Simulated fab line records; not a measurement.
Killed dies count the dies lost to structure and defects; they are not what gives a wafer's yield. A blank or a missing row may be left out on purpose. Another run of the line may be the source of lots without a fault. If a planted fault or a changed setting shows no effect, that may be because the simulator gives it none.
Which tool did it? -- flow n5Finfet -- 24 lots with 72 wafers sampled at 3 steps, on a route of 1938 steps

== WHAT THE GAUGES READ, wafer by wafer ==
N5_BEOL_M8_CD_MEAS_18: pitch 80 nm, target cd 40 nm.
lot,measured,on,cdNm (nm)
L076,day 10 13:12,cdSem-01,39.4 39.2 40.1
L077,day 10 16:25,cdSem-01,40.1 40.5 39.7
L078,day 11 00:59,cdSem-03,39.9 39.5 38.8
L075,day 11 01:58,cdSem-01,39.6 38.3 39.2
L074,day 11 10:00,cdSem-02,38.7 41.0 39.4
L079,day 11 13:08,cdSem-03,39.1 40.9 39.9
L082,day 11 18:57,cdSem-01,39.3 38.7 40.1
L080,day 11 19:06,cdSem-02,40.3 38.7 40.5
L081,day 12 06:01,cdSem-01,40.0 39.7 39.9
L084,day 12 17:25,cdSem-02,40.2 38.5 40.4
L083,day 13 12:09,cdSem-02,39.6 37.8 39.5
L085,day 13 22:37,cdSem-01,39.7 39.1 39.9
L086,day 14 06:32,cdSem-01,39.5 40.2 39.5
L087,day 14 06:45,cdSem-02,41.2 40.8 39.8
L088,day 14 13:37,cdSem-02,39.9 39.4 40.2
L090,day 14 14:58,cdSem-02,40.5 39.3 40.0
L089,day 15 08:10,cdSem-01,39.1 39.5 38.4
L091,day 16 09:01,cdSem-03,39.4 40.7 39.9
L094,day 16 16:11,cdSem-02,39.0 38.6 40.5
L092,day 16 19:11,cdSem-03,40.0 40.3 39.5
L093,day 16 19:25,cdSem-01,40.1 39.4 39.5
L096,day 17 02:04,cdSem-01,39.3 39.0 39.1
L095,day 17 11:49,cdSem-01,39.5 39.8 39.1
L097,day 18 05:16,cdSem-01,40.1 40.4 39.5

== TOOL THAT RAN EACH LOT (tool first, then ch and the chambers of the sampled wafers, then the start) ==
lot,N5_BEOL_M8_CURE_74,N5_BEOL_M8_ETCH_62
L076,"uvCure-03 ch 2, day 10 10:48","rieDiel-02 ch 1,2, day 10 12:50"
L077,"uvCure-01 ch 2, day 10 13:41","rieDiel-02 ch 0,1, day 10 16:03"
L078,"uvCure-03 ch 2, day 10 21:02","rieDiel-02 ch 0,1,2, day 11 00:37"
L075,"uvCure-02 ch 1, day 11 00:22","rieDiel-03 ch 0,1,3, day 11 01:36"
L074,"uvCure-03 ch 0, day 11 06:41","rieDiel-03 ch 0,1,3, day 11 09:35"
L079,"uvCure-01 ch 1, day 11 09:51","rieDiel-03 ch 0,1, day 11 12:43"
L082,"uvCure-02 ch 2, day 11 15:47","rieDiel-02 ch 1,2, day 11 18:28"
L080,"uvCure-01 ch 1, day 11 16:02","rieDiel-02 ch 0,1,2, day 11 18:44"
L081,"uvCure-01 ch 1, day 12 03:17","rieDiel-02 ch 0,1,3, day 12 05:21"
L084,"uvCure-02 ch 1, day 12 14:50","rieDiel-02 ch 0,2, day 12 17:02"
L083,"uvCure-03 ch 0, day 13 10:32","rieDiel-03 ch 1,2,3, day 13 11:47"
L085,"uvCure-02 ch 2, day 13 18:02","rieDiel-04 ch 0,3, day 13 22:14"
L086,"uvCure-03 ch 1, day 14 02:44","rieDiel-02 ch 0,2,3, day 14 06:07"
L087,"uvCure-02 ch 2, day 14 04:26","rieDiel-03 ch 0,1,2, day 14 06:23"
L088,"uvCure-02 ch 1, day 14 11:37","rieDiel-02 ch 0,2,3, day 14 13:13"
L090,"uvCure-01 ch 1, day 14 12:04","rieDiel-04 ch 1,2,3, day 14 14:27"
L089,"uvCure-02 ch 1, day 15 05:38","rieDiel-03 ch 0,2, day 15 07:48"
L091,"uvCure-03 ch 2, day 16 07:01","rieDiel-03 ch 0,2,3, day 16 08:38"
L094,"uvCure-01 ch 1, day 16 13:22","rieDiel-03 ch 0,1,2, day 16 15:49"
L092,"uvCure-03 ch 0, day 16 15:50","rieDiel-03 ch 1,2,3, day 16 18:47"
L093,"uvCure-02 ch 1, day 16 17:01","rieDiel-03 ch 0,1,2, day 16 19:02"
L096,"uvCure-01 ch 0, day 16 22:25","rieDiel-02 ch 0,2,3, day 17 01:41"
L095,"uvCure-02 ch 1, day 17 08:13","rieDiel-03 ch 0,2,3, day 17 11:25"
L097,"uvCure-03 ch 0, day 18 02:42","rieDiel-03 ch 0,1, day 18 04:49"
- N5_BEOL_M8_CURE_74: cures SiCOH lowk, time 240 s.
- N5_BEOL_M8_ETCH_62: etches SOC in N2/H2, target depth 110 nm, overetch 22 nm, time 165 s.

== AS READ BY THE TOOLS THEMSELVES (means over the sampled wafers that have a number; for cases with no such wafer, the mark the record gives instead) ==
N5_BEOL_M8_CURE_74.
lot,tool,lampPowerPct (%),wafer_temp_C_max
L076,uvCure-03,52.32,386.2
L077,uvCure-01,52.29,386.8
L078,uvCure-03,52.27,386.4
L075,uvCure-02,52.34,386.9
L074,uvCure-03,52.30,387.2
L079,uvCure-01,52.33,386.2
L082,uvCure-02,52.32,386.4
L080,uvCure-01,52.24,386.1
L081,uvCure-01,52.33,386.0
L084,uvCure-02,52.31,387.0
L083,uvCure-03,52.29,387.7
L085,uvCure-02,52.31,386.5
L086,uvCure-03,52.27,386.5
L087,uvCure-02,52.32,386.0
L088,uvCure-02,52.24,386.4
L090,uvCure-01,52.30,386.3
L089,uvCure-02,52.31,386.6
L091,uvCure-03,52.33,386.3
L094,uvCure-01,52.26,386.2
L092,uvCure-03,52.31,387.2
L093,uvCure-02,52.34,386.8
L096,uvCure-01,52.30,387.2
L095,uvCure-02,52.38,387.0
L097,uvCure-03,52.30,387.3

N5_BEOL_M8_ETCH_62.
lot,tool,drypumpMotorCurrentA (A),oesProductAu (a.u.),rfVppV (V),showerheadPlenumPTorr (Torr),throttleValvePct (%)
L076,rieDiel-02,6.21,0.67,523.0,2.52,17.5
L077,rieDiel-02,6.29,0.74,526.1,2.62,17.6
L078,rieDiel-02,6.26,0.69,524.2,2.53,17.6
L075,rieDiel-03,5.76,0.61,522.1,2.48,17.9
L074,rieDiel-03,5.75,0.61,523.1,2.48,17.9
L079,rieDiel-03,5.64,0.62,523.0,2.49,18.1
L082,rieDiel-02,6.23,0.70,526.0,2.60,17.5
L080,rieDiel-02,6.25,0.69,524.0,2.52,17.6
L081,rieDiel-02,6.22,0.71,525.9,2.58,17.6
L084,rieDiel-02,6.18,0.64,520.8,2.43,17.6
L083,rieDiel-03,5.97,0.61,521.5,2.45,17.9
L085,rieDiel-04,6.09,0.69,523.2,2.53,17.9
L086,rieDiel-02,6.22,0.66,522.8,2.49,17.7
L087,rieDiel-03,5.82,0.61,521.7,2.45,18.1
L088,rieDiel-02,6.18,0.66,522.8,2.48,17.7
L090,rieDiel-04,6.00,0.67,521.3,2.44,18.0
L089,rieDiel-03,5.63,0.61,522.4,2.47,17.9
L091,rieDiel-03,5.79,0.66,523.3,2.46,17.7
L094,rieDiel-03,5.83,0.60,520.2,2.44,18.1
L092,rieDiel-03,5.96,0.65,522.2,2.44,17.8
L093,rieDiel-03,5.81,0.60,521.1,2.44,18.1
L096,rieDiel-02,6.19,0.65,522.2,2.48,17.7
L095,rieDiel-03,5.81,0.65,522.0,2.46,17.7
L097,rieDiel-03,5.74,0.58,520.9,2.44,18.4

== THE ANSWER, worked out from the rows above alone ==
Rule: the lots themselves supply what counts as usual. Put in order of their means at a reading, lots are off if they are a third of the lots or fewer, leave a main group of 4 or more, and stand apart from it by a gap of 3 or more times the standard deviation of the main group's means; of several such gaps the widest counts. If all means in a main group match to the digits the tables above print for the reading, that group is not used. Also off: a lot with no number at a reading for which 4 or more lots have one. Where the step has rows for the other lots, those lots are counted as sound. The gauges are gone through in route order, then the tools' own readings, and for those a lot's mean is taken as printed above. At the first step where some lot is off, the reading lying furthest off is the one used; lots without a number count as furthest.
No lot is off on any of the readings shown, so nothing can be concluded from this.

== WHAT THE SIMULATOR PUT IN ==
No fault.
